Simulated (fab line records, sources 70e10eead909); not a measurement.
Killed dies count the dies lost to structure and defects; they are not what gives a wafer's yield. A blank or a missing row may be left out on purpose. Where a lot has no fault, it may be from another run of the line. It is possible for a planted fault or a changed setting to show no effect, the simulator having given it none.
fab line records || flow nandHarc
record {"lots": 5, "wafers": 15, "lastDay": 32}
route steps=1302 shown A_WL_FILL@960 END@1302
lots that met no fault: taken from a fault-free run of the same line
startH: start of the lot's first displayed wafer, in hours after the record's first day || waitH: hours elapsed since this lot's preceding step || " same as the row above || L1.1+2: one row covering several wafers at once || - no value, or no start was given || * or withheld: withheld || < > ~ a bound
route shown NAME@n: a module of which the file shows steps, and the number in the route of the first || usual: mean and standard deviation over wafers with no fault || same: alike in all rows || chamber/n: place in a boat || sites: per-site readings || _std_site: their standard deviation || _edge_site: inner sites' mean taken away from outer sites' mean || radiusMm: how far each site lies from the wafer's centre || mask NAME#n: copy n || behind: the most recent tool/chamber to have shaped the wafer || hold: reason for holding the lot/hours on hold/outcome of the hold || device: whichever transistor did not switch (one of n, p or np) || end of line: the tests these same wafers got at the end of their route || where a step has no rows: the recipe by itself || killed: dies lost to structure and defects at the first sort, not the wafer's yield || map: shows each die of a wafer: x if killed, . if not, _ if none is there
set.NAME: the setting as run; set.NAME@STEP: as run at that earlier step || model.NAME: the simulator's own value behind a step, which no gauge read
certain route steps with their lots: each step a table, each wafer a row
services: the hour from which a tool's chamber was out of use, counted from the record's first day as startH (under 0 if before that day), plus the number of hours and why
## steps
# step NHARC_A_WL_FILL_STRIP_28
# recipe {"timeS": 1200, "tempC": 72.5, "chemistry": "postEtchResidueRemover"}
# step NHARC_A_WL_FILL_PRECLEAN_06
# recipe {"timeS": 300, "chemistry": "DIW"}
# step NHARC_A_WL_FILL_SRD_07
# step NHARC_A_WL_FILL_ANNEAL_08
# recipe {"tempC": 450, "timeS": 1800}
# step NHARC_A_WL_FILL_ALD_10
# recipe {"targetThkA": 500, "pulseTimeS": 10, "aldCycles": 500, "tempC": 300, "material": "SiO2"}
# usual {"heaterPowerW": "479/40", "precursorPulseHeightRel": "0.999/0.021"}
{"lot.wafer": "L126.4", "tool": "aldHk-01", "chamber": 3, "startH": 485.51, "waitH": 0.1, "heaterPowerW": 420, "precursorPulseHeightRel": 1.035}
{"lot.wafer": "L126.3", "tool": "aldHk-01", "chamber": 0, "startH": 485.51, "waitH": 0.1, "heaterPowerW": 464, "precursorPulseHeightRel": 0.998}
{"lot.wafer": "L126.2", "tool": "aldHk-01", "chamber": 2, "startH": 487.02, "waitH": 1.6, "heaterPowerW": 459, "precursorPulseHeightRel": 0.990}
{"lot.wafer": "L129.1", "tool": "aldHk-03", "chamber": 0, "startH": 533.07, "waitH": 0.1, "heaterPowerW": 497, "precursorPulseHeightRel": 0.964}
{"lot.wafer": "L129.3", "tool": "aldHk-03", "chamber": 1, "startH": 533.07, "waitH": 0.1, "heaterPowerW": 419, "precursorPulseHeightRel": 0.994}
{"lot.wafer": "L129.6", "tool": "aldHk-03", "chamber": 1, "startH": 535.66, "waitH": 2.6, "heaterPowerW": 432, "precursorPulseHeightRel": 1.006}
{"lot.wafer": "L136.4", "tool": "aldHk-01", "chamber": 3, "startH": 584.14, "waitH": 0.1, "heaterPowerW": 433, "precursorPulseHeightRel": 1.026}
{"lot.wafer": "L136.3", "tool": "aldHk-01", "chamber": 2, "startH": 585.70, "waitH": 1.6, "heaterPowerW": 459, "precursorPulseHeightRel": 1.001}
{"lot.wafer": "L136.6", "tool": "aldHk-01", "chamber": 3, "startH": 585.70, "waitH": 1.6, "heaterPowerW": 433, "precursorPulseHeightRel": 1.024}
{"lot.wafer": "L137.4", "tool": "aldHk-01", "chamber": 3, "startH": 604.08, "waitH": 1.6, "heaterPowerW": 431, "precursorPulseHeightRel": 0.988}
{"lot.wafer": "L137.5", "tool": "aldHk-01", "chamber": 0, "startH": 604.08, "waitH": 1.6, "heaterPowerW": 463, "precursorPulseHeightRel": 1.027}
{"lot.wafer": "L137.6", "tool": "aldHk-01", "chamber": 1, "startH": 604.08, "waitH": 1.6, "heaterPowerW": 525, "precursorPulseHeightRel": 1.019}
{"lot.wafer": "L145.2", "tool": "aldHk-03", "chamber": 2, "startH": 681.29, "waitH": 1.1, "heaterPowerW": 518, "precursorPulseHeightRel": 0.962}
{"lot.wafer": "L145.6", "tool": "aldHk-03", "chamber": 0, "startH": 682.32, "waitH": 2.1, "heaterPowerW": 484, "precursorPulseHeightRel": 0.985}
{"lot.wafer": "L145.5", "tool": "aldHk-03", "chamber": 1, "startH": 682.32, "waitH": 2.1, "heaterPowerW": 433, "precursorPulseHeightRel": 1.009}
# step NHARC_A_WL_FILL_ETCHBACK_16
# recipe {"targetDepthA": 1200, "timeS": 24, "c4f8FlowSccm": "withheld", "o2FlowSccm": 8, "arFlowSccm": "withheld", "rfW": 600, "biasW": 800, "chemistry": "C4F8/O2/Ar"}
# usual {"oesProductAu": "0.994/0.021", "rfVppV": "723/3.8", "runLengthS": "45.5/0.41"}
{"lot.wafer": "L126.2", "tool": "rieDiel-04", "chamber": 3, "startH": "-", "waitH": "-", "oesProductAu": 0.914, "rfHoursCounterH": 6.3, "rfVppV": 722, "runLengthS": 45.3}
{"lot.wafer": "L126.4", "tool": "rieDiel-04", "chamber": 1, "startH": "-", "waitH": "-", "oesProductAu": 0.945, "rfHoursCounterH": 6.9, "rfVppV": 720, "runLengthS": 45.4}
{"lot.wafer": "L126.3", "tool": "rieDiel-04", "chamber": 2, "startH": "-", "waitH": "-", "oesProductAu": 0.930, "rfHoursCounterH": 5.5, "rfVppV": 727, "runLengthS": 45.9}
{"lot.wafer": "L129.3", "tool": "rieDiel-13", "chamber": 2, "startH": "-", "waitH": "-", "oesProductAu": 1.008, "rfHoursCounterH": 0.3, "rfVppV": 727, "runLengthS": 44.8}
{"lot.wafer": "L129.1", "tool": "rieDiel-13", "chamber": 0, "startH": "-", "waitH": "-", "oesProductAu": 0.987, "rfHoursCounterH": 0.5, "rfVppV": 719, "runLengthS": 45.1}
{"lot.wafer": "L129.6", "tool": "rieDiel-13", "chamber": 1, "startH": "-", "waitH": "-", "oesProductAu": 1.009, "rfHoursCounterH": "-", "rfVppV": 728, "runLengthS": 45.4}
{"lot.wafer": "L136.4", "tool": "rieDiel-13", "chamber": 0, "startH": "-", "waitH": "-", "oesProductAu": 0.977, "rfHoursCounterH": 1.6, "rfVppV": 718, "runLengthS": 45.3}
{"lot.wafer": "L136.3", "tool": "rieDiel-13", "chamber": 1, "startH": "-", "waitH": "-", "oesProductAu": 0.977, "rfHoursCounterH": 1.7, "rfVppV": 729, "runLengthS": 45.5}
{"lot.wafer": "L136.6", "tool": "rieDiel-13", "chamber": 3, "startH": "-", "waitH": "-", "oesProductAu": 0.954, "rfHoursCounterH": "-", "rfVppV": 719, "runLengthS": 46.0}
{"lot.wafer": "L137.4", "tool": "rieDiel-13", "chamber": 1, "startH": "-", "waitH": "-", "oesProductAu": 0.996, "rfHoursCounterH": 2.9, "rfVppV": 730, "runLengthS": 45.0}
{"lot.wafer": "L137.5", "tool": "rieDiel-13", "chamber": 2, "startH": "-", "waitH": "-", "oesProductAu": 0.998, "rfHoursCounterH": "-", "rfVppV": 728, "runLengthS": 45.1}
{"lot.wafer": "L137.6", "tool": "rieDiel-13", "chamber": 3, "startH": "-", "waitH": "-", "oesProductAu": 0.990, "rfHoursCounterH": "-", "rfVppV": 718, "runLengthS": 45.3}
{"lot.wafer": "L145.2", "tool": "rieDiel-05", "chamber": 3, "startH": "-", "waitH": "-", "oesProductAu": 1.008, "rfHoursCounterH": 3.2, "rfVppV": 724, "runLengthS": 44.8}
{"lot.wafer": "L145.5", "tool": "rieDiel-05", "chamber": 3, "startH": "-", "waitH": "-", "oesProductAu": 1.007, "rfHoursCounterH": "-", "rfVppV": 725, "runLengthS": 45.2}
{"lot.wafer": "L145.6", "tool": "rieDiel-05", "chamber": 0, "startH": "-", "waitH": "-", "oesProductAu": 1.008, "rfHoursCounterH": "-", "rfVppV": 719, "runLengthS": 45.4}
# step NHARC_A_WL_FILL_STRIP_29
# recipe {"timeS": 20, "o2FlowSccm": 500, "arFlowSccm": 0, "biasW": 0, "chemistry": "O2"}
# usual {"drypumpMotorCurrentA": "5.7/0.44", "oesProductAu": "1.008/0.0095", "rfVppV": "57.6/0.84", "showerheadPlenumPTorr": "3.50/0.12", "throttleValvePct": "17.036/0.0086"}
{"lot.wafer": "L126.2", "tool": "rieDiel-04", "chamber": 1, "startH": 490.19, "waitH": 0.1, "drypumpMotorCurrentA": 5.8, "oesProductAu": 1.020, "rfHoursCounterH": 6.9, "rfVppV": 58.4, "showerheadPlenumPTorr": 3.47, "throttleValvePct": 17.022}
{"lot.wafer": "L126.4", "tool": "rieDiel-04", "chamber": 2, "startH": 490.19, "waitH": 0.1, "drypumpMotorCurrentA": 5.0, "oesProductAu": 1.007, "rfHoursCounterH": 5.5, "rfVppV": 57.3, "showerheadPlenumPTorr": 3.62, "throttleValvePct": 17.044}
{"lot.wafer": "L126.3", "tool": "rieDiel-04", "chamber": 0, "startH": 490.19, "waitH": 0.1, "drypumpMotorCurrentA": 6.0, "oesProductAu": 1.001, "rfHoursCounterH": 5.0, "rfVppV": 57.2, "showerheadPlenumPTorr": 3.44, "throttleValvePct": 17.030}
{"lot.wafer": "L129.3", "tool": "rieDiel-13", "chamber": 0, "startH": 537.90, "waitH": 0.1, "drypumpMotorCurrentA": 5.8, "oesProductAu": 1.008, "rfHoursCounterH": 0.5, "rfVppV": 57.5, "showerheadPlenumPTorr": 3.39, "throttleValvePct": 17.039}
{"lot.wafer": "L129.1", "tool": "rieDiel-13", "chamber": 1, "startH": 537.90, "waitH": 0.1, "drypumpMotorCurrentA": 5.2, "oesProductAu": 1.008, "rfHoursCounterH": 0.4, "rfVppV": 59.0, "showerheadPlenumPTorr": 3.72, "throttleValvePct": 17.029}
{"lot.wafer": "L129.6", "tool": "rieDiel-13", "chamber": 3, "startH": 537.90, "waitH": 0.1, "drypumpMotorCurrentA": 6.1, "oesProductAu": 1.005, "rfHoursCounterH": "-", "rfVppV": 56.6, "showerheadPlenumPTorr": 3.38, "throttleValvePct": 17.033}
{"lot.wafer": "L136.3", "tool": "rieDiel-13", "chamber": 3, "startH": 588.90, "waitH": 0.1, "drypumpMotorCurrentA": 6.2, "oesProductAu": 0.997, "rfHoursCounterH": 1.3, "rfVppV": 58.4, "showerheadPlenumPTorr": 3.38, "throttleValvePct": 17.029}
{"lot.wafer": "L136.4", "tool": "rieDiel-13", "chamber": 0, "startH": 588.90, "waitH": 0.1, "drypumpMotorCurrentA": 5.8, "oesProductAu": 0.994, "rfHoursCounterH": 1.6, "rfVppV": 57.1, "showerheadPlenumPTorr": 3.38, "throttleValvePct": 17.040}
{"lot.wafer": "L136.6", "tool": "rieDiel-13", "chamber": 2, "startH": 588.90, "waitH": 0.1, "drypumpMotorCurrentA": 6.2, "oesProductAu": 1.007, "rfHoursCounterH": "-", "rfVppV": 58.7, "showerheadPlenumPTorr": 3.67, "throttleValvePct": 17.036}
{"lot.wafer": "L137.4", "tool": "rieDiel-13", "chamber": 2, "startH": 607.30, "waitH": 0.1, "drypumpMotorCurrentA": 6.2, "oesProductAu": 1.005, "rfHoursCounterH": 2.3, "rfVppV": 58.2, "showerheadPlenumPTorr": 3.67, "throttleValvePct": 17.035}
{"lot.wafer": "L137.5", "tool": "rieDiel-13", "chamber": 3, "startH": 607.30, "waitH": 0.1, "drypumpMotorCurrentA": 6.1, "oesProductAu": 0.993, "rfHoursCounterH": "-", "rfVppV": 57.0, "showerheadPlenumPTorr": 3.38, "throttleValvePct": 17.051}
{"lot.wafer": "L137.6", "tool": "rieDiel-13", "chamber": 0, "startH": 607.30, "waitH": 0.1, "drypumpMotorCurrentA": 5.8, "oesProductAu": 1.000, "rfHoursCounterH": "-", "rfVppV": 58.2, "showerheadPlenumPTorr": 3.38, "throttleValvePct": 17.024}
{"lot.wafer": "L145.2", "tool": "rieDiel-05", "chamber": 2, "startH": 685.01, "waitH": 0.1, "drypumpMotorCurrentA": 5.8, "oesProductAu": 1.028, "rfHoursCounterH": 3.6, "rfVppV": 57.8, "showerheadPlenumPTorr": 3.31, "throttleValvePct": 17.047}
{"lot.wafer": "L145.6", "tool": "rieDiel-05", "chamber": 0, "startH": 685.01, "waitH": 0.1, "drypumpMotorCurrentA": 5.5, "oesProductAu": 1.003, "rfHoursCounterH": "-", "rfVppV": 56.8, "showerheadPlenumPTorr": 3.38, "throttleValvePct": 17.041}
{"lot.wafer": "L145.5", "tool": "rieDiel-05", "chamber": 1, "startH": 685.01, "waitH": 0.1, "drypumpMotorCurrentA": 5.6, "oesProductAu": 1.007, "rfHoursCounterH": "-", "rfVppV": 57.7, "showerheadPlenumPTorr": 3.49, "throttleValvePct": 17.025}
# step NHARC_A_WL_FILL_ETCHBACK_17
# recipe {"targetDepthA": 40, "timeS": 26.7, "chemistry": "Cl2/BCl3"}
# usual {"drypumpMotorCurrentA": "5.48/0.26", "oesProductAu": "1.001/0.012", "runLengthS": "48.2/0.39"}
{"lot.wafer": "L126.2", "tool": "rieMetal-03", "chamber": 0, "startH": 490.29, "waitH": "-", "drypumpMotorCurrentA": 5.62, "oesProductAu": 0.999, "rfHoursCounterH": 2.8, "runLengthS": 48.5}
{"lot.wafer": "L126.4", "tool": "rieMetal-03", "chamber": 1, "startH": 490.29, "waitH": "-", "drypumpMotorCurrentA": 5.21, "oesProductAu": 1.001, "rfHoursCounterH": "-", "runLengthS": 48.2}
{"lot.wafer": "L126.3", "tool": "rieMetal-03", "chamber": 0, "startH": 490.29, "waitH": "-", "drypumpMotorCurrentA": 5.62, "oesProductAu": 0.998, "rfHoursCounterH": "-", "runLengthS": 48.5}
{"lot.wafer": "L129.1", "tool": "rieMetal-02", "chamber": 0, "startH": 538.00, "waitH": "-", "drypumpMotorCurrentA": 5.94, "oesProductAu": 1.021, "rfHoursCounterH": 1.5, "runLengthS": 47.8}
{"lot.wafer": "L129.3", "tool": "rieMetal-02", "chamber": 1, "startH": 538.00, "waitH": "-", "drypumpMotorCurrentA": 5.44, "oesProductAu": 1.011, "rfHoursCounterH": "-", "runLengthS": 48.8}
{"lot.wafer": "L129.6", "tool": "rieMetal-02", "chamber": 1, "startH": 538.00, "waitH": "-", "drypumpMotorCurrentA": 5.43, "oesProductAu": 1.020, "rfHoursCounterH": "-", "runLengthS": 48.2}
{"lot.wafer": "L136.3", "tool": "rieMetal-02", "chamber": 1, "startH": 589.02, "waitH": "-", "drypumpMotorCurrentA": 5.46, "oesProductAu": 1.001, "rfHoursCounterH": "-", "runLengthS": 48.0}
{"lot.wafer": "L136.4", "tool": "rieMetal-02", "chamber": 0, "startH": 589.02, "waitH": "-", "drypumpMotorCurrentA": 5.95, "oesProductAu": 1.005, "rfHoursCounterH": "-", "runLengthS": 47.8}
{"lot.wafer": "L136.6", "tool": "rieMetal-02", "chamber": 1, "startH": 589.02, "waitH": "-", "drypumpMotorCurrentA": 5.44, "oesProductAu": 1.025, "rfHoursCounterH": "-", "runLengthS": 48.4}
{"lot.wafer": "L137.4", "tool": "rieMetal-02", "chamber": 0, "startH": 607.41, "waitH": "-", "drypumpMotorCurrentA": 5.94, "oesProductAu": 1.015, "rfHoursCounterH": "-", "runLengthS": 48.3}
{"lot.wafer": "L137.5", "tool": "rieMetal-02", "chamber": 0, "startH": 607.41, "waitH": "-", "drypumpMotorCurrentA": 5.95, "oesProductAu": 1.003, "rfHoursCounterH": "-", "runLengthS": 47.6}
{"lot.wafer": "L137.6", "tool": "rieMetal-02", "chamber": 1, "startH": 607.41, "waitH": "-", "drypumpMotorCurrentA": 5.41, "oesProductAu": 0.993, "rfHoursCounterH": "-", "runLengthS": 48.0}
{"lot.wafer": "L145.2", "tool": "rieMetal-01", "chamber": 1, "startH": 685.11, "waitH": "-", "drypumpMotorCurrentA": 5.70, "oesProductAu": 0.999, "rfHoursCounterH": 2.1, "runLengthS": 47.7}
{"lot.wafer": "L145.5", "tool": "rieMetal-01", "chamber": 0, "startH": 685.11, "waitH": "-", "drypumpMotorCurrentA": 5.15, "oesProductAu": 0.997, "rfHoursCounterH": "-", "runLengthS": 48.0}
{"lot.wafer": "L145.6", "tool": "rieMetal-01", "chamber": 1, "startH": 685.11, "waitH": "-", "drypumpMotorCurrentA": 5.72, "oesProductAu": 1.002, "rfHoursCounterH": "-", "runLengthS": 47.7}
# step NHARC_A_WL_FILL_PRECLEAN_18
# recipe {"timeS": 30, "chemistry": "dHF"}
# step NHARC_A_WL_FILL_SRD_21
# step NHARC_A_WL_FILL_CVD_23
# recipe {"targetThkA": 400, "tempC": 620, "pressureMtorr": 200, "timeS": 800, "material": "poly-Si"}
# step NHARC_A_WL_FILL_ETCHBACK_26
# recipe {"targetDepthA": 520, "timeS": 13.3, "hbrFlowSccm": 150, "rfW": 350, "icpW": 350, "biasW": 60, "chemistry": "HBr"}
# usual {"drypumpMotorCurrentA": "5.6/0.41", "hbrFlowSccm": "150.0/0.42", "oesProductAu": "0.994/0.013", "runLengthS": "34.5/0.38", "throttleValvePct": "23.265/0.0094"}
{"lot.wafer": "L126.2", "tool": "rieSi-06", "chamber": 3, "startH": 495.49, "waitH": 0.4, "drypumpMotorCurrentA": 5.4, "hbrFlowSccm": 149.7, "oesProductAu": 1.008, "rfHoursCounterH": 0.3, "runLengthS": 34.5, "throttleValvePct": 23.265}
{"lot.wafer": "L126.4", "tool": "rieSi-06", "chamber": 0, "startH": 495.49, "waitH": 0.4, "drypumpMotorCurrentA": 5.8, "hbrFlowSccm": 149.8, "oesProductAu": 0.979, "rfHoursCounterH": 0.3, "runLengthS": 35.1, "throttleValvePct": 23.280}
{"lot.wafer": "L126.3", "tool": "rieSi-06", "chamber": 1, "startH": 495.49, "waitH": 0.4, "drypumpMotorCurrentA": 5.3, "hbrFlowSccm": 150.3, "oesProductAu": 0.989, "rfHoursCounterH": 0.3, "runLengthS": 35.1, "throttleValvePct": 23.278}
{"lot.wafer": "L129.3", "tool": "rieSi-01", "chamber": 0, "startH": 543.09, "waitH": 0.4, "drypumpMotorCurrentA": 5.6, "hbrFlowSccm": 150.2, "oesProductAu": 0.989, "rfHoursCounterH": 1.1, "runLengthS": 34.9, "throttleValvePct": 23.275}
{"lot.wafer": "L129.1", "tool": "rieSi-01", "chamber": 2, "startH": 543.09, "waitH": 0.4, "drypumpMotorCurrentA": 4.9, "hbrFlowSccm": 150.5, "oesProductAu": 1.026, "rfHoursCounterH": 1.1, "runLengthS": 34.4, "throttleValvePct": 23.270}
{"lot.wafer": "L129.6", "tool": "rieSi-01", "chamber": 1, "startH": 543.09, "waitH": 0.4, "drypumpMotorCurrentA": 5.9, "hbrFlowSccm": 149.8, "oesProductAu": 0.973, "rfHoursCounterH": "-", "runLengthS": 34.4, "throttleValvePct": 23.252}
{"lot.wafer": "L136.3", "tool": "rieSi-04", "chamber": 1, "startH": 594.18, "waitH": 0.4, "drypumpMotorCurrentA": 6.0, "hbrFlowSccm": 150.2, "oesProductAu": 0.997, "rfHoursCounterH": 0.4, "runLengthS": 33.9, "throttleValvePct": 23.273}
{"lot.wafer": "L136.4", "tool": "rieSi-04", "chamber": 3, "startH": 594.18, "waitH": 0.4, "drypumpMotorCurrentA": 5.5, "hbrFlowSccm": 149.8, "oesProductAu": 0.981, "rfHoursCounterH": 0.4, "runLengthS": 34.1, "throttleValvePct": 23.262}
{"lot.wafer": "L136.6", "tool": "rieSi-04", "chamber": 2, "startH": 594.18, "waitH": 0.4, "drypumpMotorCurrentA": 5.7, "hbrFlowSccm": 149.8, "oesProductAu": 0.987, "rfHoursCounterH": "-", "runLengthS": 34.5, "throttleValvePct": 23.276}
{"lot.wafer": "L137.4", "tool": "rieSi-01", "chamber": 3, "startH": 612.54, "waitH": 0.4, "drypumpMotorCurrentA": 5.5, "hbrFlowSccm": 149.9, "oesProductAu": 0.981, "rfHoursCounterH": 0.3, "runLengthS": 31.2, "throttleValvePct": 23.275}
{"lot.wafer": "L137.6", "tool": "rieSi-01", "chamber": 0, "startH": 612.54, "waitH": 0.4, "drypumpMotorCurrentA": 5.6, "hbrFlowSccm": 149.3, "oesProductAu": 0.984, "rfHoursCounterH": "-", "runLengthS": 35.1, "throttleValvePct": 23.260}
{"lot.wafer": "L137.5", "tool": "rieSi-01", "chamber": 1, "startH": 612.54, "waitH": 0.4, "drypumpMotorCurrentA": 5.8, "hbrFlowSccm": 150.0, "oesProductAu": 0.991, "rfHoursCounterH": "-", "runLengthS": 31.0, "throttleValvePct": 23.263}
{"lot.wafer": "L145.2", "tool": "rieSi-04", "chamber": 3, "startH": 690.32, "waitH": 0.4, "drypumpMotorCurrentA": 5.5, "hbrFlowSccm": 150.8, "oesProductAu": 0.997, "rfHoursCounterH": 0.9, "runLengthS": 33.8, "throttleValvePct": 23.264}
{"lot.wafer": "L145.6", "tool": "rieSi-04", "chamber": 1, "startH": 690.32, "waitH": 0.4, "drypumpMotorCurrentA": 6.0, "hbrFlowSccm": 149.8, "oesProductAu": 0.995, "rfHoursCounterH": "-", "runLengthS": 34.3, "throttleValvePct": 23.266}
{"lot.wafer": "L145.5", "tool": "rieSi-04", "chamber": 2, "startH": 690.32, "waitH": 0.4, "drypumpMotorCurrentA": 5.7, "hbrFlowSccm": 150.0, "oesProductAu": 0.972, "rfHoursCounterH": "-", "runLengthS": 34.6, "throttleValvePct": 23.262}
# step NHARC_A_WL_FILL_PRECLEAN_30
# recipe {"timeS": 10, "chemistry": "dHF"}
# step NHARC_END_SORT_01
# recipe {"tempC": 25}
# usual {"killedAtArray": "59/21", "killedAtOther": "1.0/1.1", "killedAtPeriphery": "4.0/2.6", "killedDies": "64/21", "killedOpen": "3.2/1.7", "killedShort": "2.5/1.5"}
# same {"grossDies": 677}
{"lot.wafer": "L137.4", "tool": "prober-01", "chamber": 0, "startH": 697.18, "waitH": 3.4, "killedAtArray": 83, "killedAtOther": 1, "killedAtPeriphery": 9, "killedDies": 93, "killedOpen": 5, "killedShort": 3}
# killed by level:class
L137.4 A_SLIT:chamberFilmFlake=32 A_CHANNEL_HOLE_D1:chamberFilmFlake=30 A_SGD_CUT:chamberFilmFlake=7 P_ZERO_WELL:chamberFilmFlake=4 P_M2:chamberFilmFlake=4 A_CONTACT:chamberFilmFlake=3 A_CHANNEL_FILL_D2:geometricParticle:open=2 A_M0:geometricParticle:open=2
## services
{"tool": "aldHk-01", "chamber": "-", "startH": 474.11, "hours": 10.0, "kind": "pm"}
{"tool": "rieDiel-05", "chamber": 0, "startH": 486.35, "hours": 10.1, "kind": "repair"}
{"tool": "rieDiel-13", "chamber": 3, "startH": 487.40, "hours": 15.5, "kind": "repair"}
{"tool": "rieDiel-04", "chamber": 0, "startH": 497.22, "hours": 3.1, "kind": "repair"}
{"tool": "rieSi-01", "chamber": "-", "startH": 502.19, "hours": 0.1, "kind": "repair"}
{"tool": "rieDiel-13", "chamber": 2, "startH": 503.20, "hours": 3.3, "kind": "repair"}
{"tool": "rieDiel-04", "chamber": 3, "startH": 509.12, "hours": 16.3, "kind": "repair"}
{"tool": "rieSi-04", "chamber": "-", "startH": 519.00, "hours": 9.0, "kind": "pm"}
{"tool": "rieDiel-13", "chamber": "-", "startH": 519.01, "hours": 9.0, "kind": "pm"}
{"tool": "rieSi-01", "chamber": "-", "startH": 520.89, "hours": 0.3, "kind": "repair"}
{"tool": "rieDiel-05", "chamber": 3, "startH": 522.11, "hours": 4.5, "kind": "repair"}
{"tool": "rieSi-04", "chamber": "-", "startH": 528.26, "hours": 0.2, "kind": "repair"}
{"tool": "rieDiel-04", "chamber": "-", "startH": 531.90, "hours": 9.0, "kind": "pm"}
{"tool": "rieDiel-13", "chamber": 1, "startH": 539.78, "hours": 3.1, "kind": "repair"}
{"tool": "rieSi-01", "chamber": "-", "startH": 547.00, "hours": 9.0, "kind": "pm"}
{"tool": "rieSi-04", "chamber": 3, "startH": 552.36, "hours": 6.8, "kind": "repair"}
{"tool": "rieDiel-05", "chamber": "-", "startH": 552.49, "hours": 0.4, "kind": "repair"}
{"tool": "rieDiel-04", "chamber": "-", "startH": 554.37, "hours": 0.3, "kind": "repair"}
{"tool": "rieMetal-02", "chamber": "-", "startH": 603.92, "hours": 1.2, "kind": "repair"}
{"tool": "rieMetal-02", "chamber": 0, "startH": 625.90, "hours": 4.5, "kind": "repair"}
{"tool": "rieMetal-02", "chamber": "-", "startH": 631.00, "hours": 9.0, "kind": "pm"}
{"tool": "aldHk-01", "chamber": "-", "startH": 652.80, "hours": 10.0, "kind": "pm"}
{"tool": "rieMetal-02", "chamber": 0, "startH": 666.97, "hours": 12.0, "kind": "repair"}
{"tool": "rieDiel-13", "chamber": 1, "startH": 669.50, "hours": 8.3, "kind": "repair"}
## key
firstSign {"step": "NHARC_A_WL_FILL_ETCHBACK_26", "reading": "runLengthS", "direction": "down", "sigmas": 9.2, "usual": "*", "struck": "*"}
effect none on later readings
metAt NHARC_A_WL_FILL_ETCHBACK_26
struckWafers L137.4,L137.5
testerLeftOut L137
onsetBetween 543.09 612.54
fault {"kind": "processParameterDrift", "tool": "rieSi-01", "chamber": "-", "onsetH": 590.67, "steps": "NHARC_A_WL_FILL_ETCHBACK_26", "channel": "timeS", "offset": "*", "shape": "step", "endH": 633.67, "scope": "struckWafersOnly", "actsIn": "*", "stated": "*"}
# testerLeftOut: of these lots the tester's yield and bins aren't shown, on N5 and GAA mostly nor the transistor test; their killed dies are dies lost to structure and defects alone, not to doping, threshold or leakage, so they don't give the yield
